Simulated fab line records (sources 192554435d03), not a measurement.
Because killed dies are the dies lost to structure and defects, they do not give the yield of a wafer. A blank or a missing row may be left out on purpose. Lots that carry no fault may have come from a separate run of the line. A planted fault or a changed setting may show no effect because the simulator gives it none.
Which tool did it? -- flow n5Finfet -- 11 lots, 28 wafers sampled, at 5 steps of a route of 1938

WHAT THE GAUGES SHOWED, per wafer
N5_BEOL_M2_OCD_MEAS_38.
lot,measured,on,trenchDepthNm (nm)
L155,day 7 15:28,ocd-01,55.4 55.8 55.1
L156,day 8 00:07,ocd-01,55.6 55.6 55.8
L158,day 8 12:39,ocd-01,55.8 55.6
L160,day 8 15:34,ocd-02,53.6 56.5 53.9
L162,day 9 04:28,ocd-02,55.3 57.4 54.7
L163,day 9 13:31,ocd-01,55.3 57.2 55.6
L164,day 9 16:25,ocd-02,54.3 53.9
L165,day 10 09:03,ocd-02,54.5 55.5 55.8
L170,day 11 05:59,ocd-02,54.9 55.3
L171,day 11 10:04,ocd-01,55.1 55.2
L173,day 12 08:11,ocd-02,55.0 55.8

N5_BEOL_M4_RC_MEAS_101.
lot,measured,on,DIBL_N (mV/V),DIBL_P (mV/V),IOFF_N (nA/um),IOFF_P (nA/um),ION_N (uA/um),ION_P (uA/um),SS_N (mV/dec),SS_P (mV/dec),VT_N (mV),VT_P (mV)
L155,day 8 17:03,prober-02,36.0 38.8 38.9,35.8 39.2 39.4,0.14 0.20 0.19,0.22 0.28 0.28,661 679 675,460 467 473,72.0 71.9 72.2,73.4 74.3 74.7,255 249 248,-250 -244 -244
L156,day 8 20:27,prober-01,34.0 35.5 32.7,34.1 35.7 32.4,0.12 0.15 0.11,0.20 0.21 0.18,665 666 669,465 461 468,70.5 70.8 70.6,73.1 73.2 72.9,253 251 256,-249 -247 -252
L158,day 9 13:11,prober-01,34.9 36.1,34.1 35.5,0.12 0.14,0.17 0.18,655 669,452 454,70.8 71.9,72.7 72.6,253 255,-255 -254
L160,day 9 14:40,prober-02,34.8 36.3 37.1,35.7 37.0 38.3,0.14 0.16 0.18,0.18 0.19 0.22,652 679 665,452 461 455,70.9 71.2 71.7,72.8 73.4 74.2,247 250 246,-252 -254 -250
L162,day 10 06:25,prober-01,35.0 37.7 36.8,33.8 36.7 34.5,0.13 0.19 0.15,0.17 0.21 0.18,672 676 661,456 456 453,70.8 72.4 71.7,72.5 73.1 72.5,256 249 253,-254 -251 -254
L163,day 10 13:17,prober-02,34.2 36.8 36.3,36.2 39.3 38.6,0.13 0.18 0.17,0.19 0.24 0.24,672 669 689,466 461 475,70.9 72.6 71.2,72.7 73.5 74.0,253 246 247,-252 -248 -247
L164,day 10 20:37,prober-01,38.2 35.9,37.3 35.5,0.17 0.14,0.19 0.17,673 669,450 451,72.4 70.9,73.8 72.5,249 252,-257 -256
L165,day 11 05:43,prober-01,36.4 35.1 38.9,38.2 35.3 40.0,0.18 0.15 0.22,0.25 0.19 0.27,687 670 682,474 457 467,71.8 71.4 72.6,73.9 73.2 74.5,246 249 246,-248 -250 -250
L170,day 12 04:56,prober-01,36.5 36.2,37.0 36.8,0.16 0.15,0.20 0.20,669 665,462 460,72.3 71.2,73.6 73.7,251 251,-249 -251
L171,day 12 09:29,prober-01,36.9 36.6,37.1 37.1,0.16 0.16,0.18 0.17,670 682,454 459,71.6 71.5,73.1 73.2,251 249,-258 -258
L173,day 13 07:39,prober-01,34.2 34.3,32.7 32.8,0.10 0.11,0.14 0.14,656 668,455 458,70.4 71.3,71.8 72.1,257 257,-254 -257

TOOL THAT RAN EACH LOT (tool first, then ch and the chambers of the sampled wafers, then the start)
lot,N5_BEOL_M2_HM_DEP_02,N5_BEOL_M2_ETCH_74,N5_BEOL_M2_ETCH_69
L155,"pvdSputter-03, day 7 12:26","rieDiel-04 ch 0,1,3, day 7 13:38","rieDiel-06 ch 2,3, day 7 14:36"
L156,"pvdSputter-01, day 7 18:12","rieDiel-04 ch 0,1,3, day 7 18:53","rieDiel-04 ch 0,3, day 7 19:52"
L158,"pvdSputter-03, day 8 08:11","rieDiel-04 ch 0,2, day 8 08:52","rieDiel-04 ch 2,3, day 8 09:46"
L160,"pvdSputter-03, day 8 12:08","rieDiel-04 ch 1,2,3, day 8 13:08","rieDiel-04 ch 0,1,2, day 8 14:02"
L162,"pvdSputter-02, day 9 01:54","rieDiel-06 ch 2,3, day 9 02:35","rieDiel-04 ch 0,2,3, day 9 03:43"
L163,"pvdSputter-03, day 9 09:21","rieDiel-04 ch 0,1,2, day 9 10:02","rieDiel-06 ch 2,3, day 9 11:02"
L164,"pvdSputter-02, day 9 13:35","rieDiel-06 ch 2,3, day 9 14:16","rieDiel-04 ch 0,2, day 9 15:17"
L165,"pvdSputter-01, day 10 03:13","rieDiel-06 ch 0,1, day 10 03:53","rieDiel-04 ch 1,2,3, day 10 05:21"
L170,"pvdSputter-03, day 11 02:23","rieDiel-02 ch 3, day 11 03:07","rieDiel-06 ch 2, day 11 04:08"
L171,"pvdSputter-03, day 11 06:22","rieDiel-02 ch 1,2, day 11 07:04","rieDiel-06 ch 0,3, day 11 08:05"
L173,"pvdSputter-03, day 11 21:14","rieDiel-06 ch 1,3, day 12 02:33","rieDiel-06 ch 0,2, day 12 03:27"
- N5_BEOL_M2_HM_DEP_02: deposits TiN, target thk 20 nm.
- N5_BEOL_M2_ETCH_74: etches underlayer in N2/H2, target depth 6.5 nm, time 5.2 s.
- N5_BEOL_M2_ETCH_69: etches SiARC in CF4, target depth 15.6 nm, time 26 s.

AS READ BY THE TOOLS THEMSELVES (means over the sampled wafers that have a number; for cases with no such wafer, the mark the record gives instead)
N5_BEOL_M2_HM_DEP_02.
lot,tool,throttleValvePct (%)
L155,pvdSputter-03,30.2
L156,pvdSputter-01,29.3
L158,pvdSputter-03,29.1
L160,pvdSputter-03,30.3
L162,pvdSputter-02,29.4
L163,pvdSputter-03,30.5
L164,pvdSputter-02,28.8
L165,pvdSputter-01,29.6
L170,pvdSputter-03,30.8
L171,pvdSputter-03,30.6
L173,pvdSputter-03,30.9

N5_BEOL_M2_ETCH_74.
lot,tool,drypumpMotorCurrentA (A),etchRfOnTimeS (s),oesProductAu (a.u.),rfVppV (V),showerheadPlenumPTorr (Torr),throttleValvePct (%)
L155,rieDiel-04,5.7,5.15,0.69,522.7,2.52,17.91
L156,rieDiel-04,5.8,5.18,0.69,523.7,2.52,17.89
L158,rieDiel-04,6.2,5.25,0.65,521.8,2.44,17.77
L160,rieDiel-04,5.8,5.11,0.67,523.8,2.51,17.96
L162,rieDiel-06,5.5,5.20,0.60,521.8,2.44,18.23
L163,rieDiel-04,6.0,5.17,0.67,522.9,2.48,17.83
L164,rieDiel-06,5.6,5.29,0.59,520.3,2.46,18.29
L165,rieDiel-06,6.1,5.12,0.70,525.1,2.58,17.92
L170,rieDiel-02,5.8,5.10,0.71,527.5,2.67,17.82
L171,rieDiel-02,5.2,5.23,0.59,525.2,2.56,18.06
L173,rieDiel-06,6.0,5.18,0.80,523.2,2.54,17.84

N5_BEOL_M2_ETCH_69.
lot,tool,drypumpMotorCurrentA (A),etchRfOnTimeS (s),oesProductAu (a.u.),rfVppV (V),showerheadPlenumPTorr (Torr),throttleValvePct (%)
L155,rieDiel-06,5.7,26.5,0.60,183.2,2.09,16.09
L156,rieDiel-04,6.0,26.3,0.65,183.2,2.10,15.74
L158,rieDiel-04,6.1,26.2,0.61,182.8,2.09,15.80
L160,rieDiel-04,6.0,25.6,0.68,184.2,2.09,15.61
L162,rieDiel-04,6.1,26.2,0.63,184.4,2.09,15.75
L163,rieDiel-06,5.7,26.2,0.59,183.7,2.08,16.14
L164,rieDiel-04,6.3,25.9,0.64,181.9,2.06,15.62
L165,rieDiel-04,5.8,25.9,0.65,183.6,2.11,15.75
L170,rieDiel-06,5.3,21.5,0.68,182.9,2.03,15.92
L171,rieDiel-06,6.0,21.0,0.94,183.6,2.13,15.52
L173,rieDiel-06,5.6,21.1,0.79,184.1,2.09,15.60

THE ANSWER, worked out from the rows above alone
Rule: what is usual is taken from the lots themselves. The widest of any qualifying gaps counts: lots, ordered by their means at a reading, are off when they make up no more than a third of the lots, leave a main group of 4 or more, and stand apart from it by 3 or more times the standard deviation of that group's means. A main group is skipped when, at the precision printed for the reading in the tables above, its means are all equal. Also off: a lot with no number at a reading for which 4 or more lots have one. Where the step has rows for the other lots, those lots are counted as sound. First the gauges in route order, then the tools' own readings, where a lot's mean is used as printed above. At the first step where some lot is off, the reading lying furthest off is the one used; lots without a number count as furthest.
Off: L170, L171, L173, at N5_BEOL_M2_ETCH_69 (etchRfOnTimeS). The main group has a mean of 26.1 s with a standard deviation of 0.26.
A tool fits if, at that step or a process step before it, it ran every lot that is off, and no sound lot after the first of them. 2 tools fit, pvdSputter-03 at N5_BEOL_M2_HM_DEP_02 and rieDiel-06 at N5_BEOL_M2_ETCH_69, so this cannot tell which one it is.

WHAT THE SIMULATOR HAD INSERTED
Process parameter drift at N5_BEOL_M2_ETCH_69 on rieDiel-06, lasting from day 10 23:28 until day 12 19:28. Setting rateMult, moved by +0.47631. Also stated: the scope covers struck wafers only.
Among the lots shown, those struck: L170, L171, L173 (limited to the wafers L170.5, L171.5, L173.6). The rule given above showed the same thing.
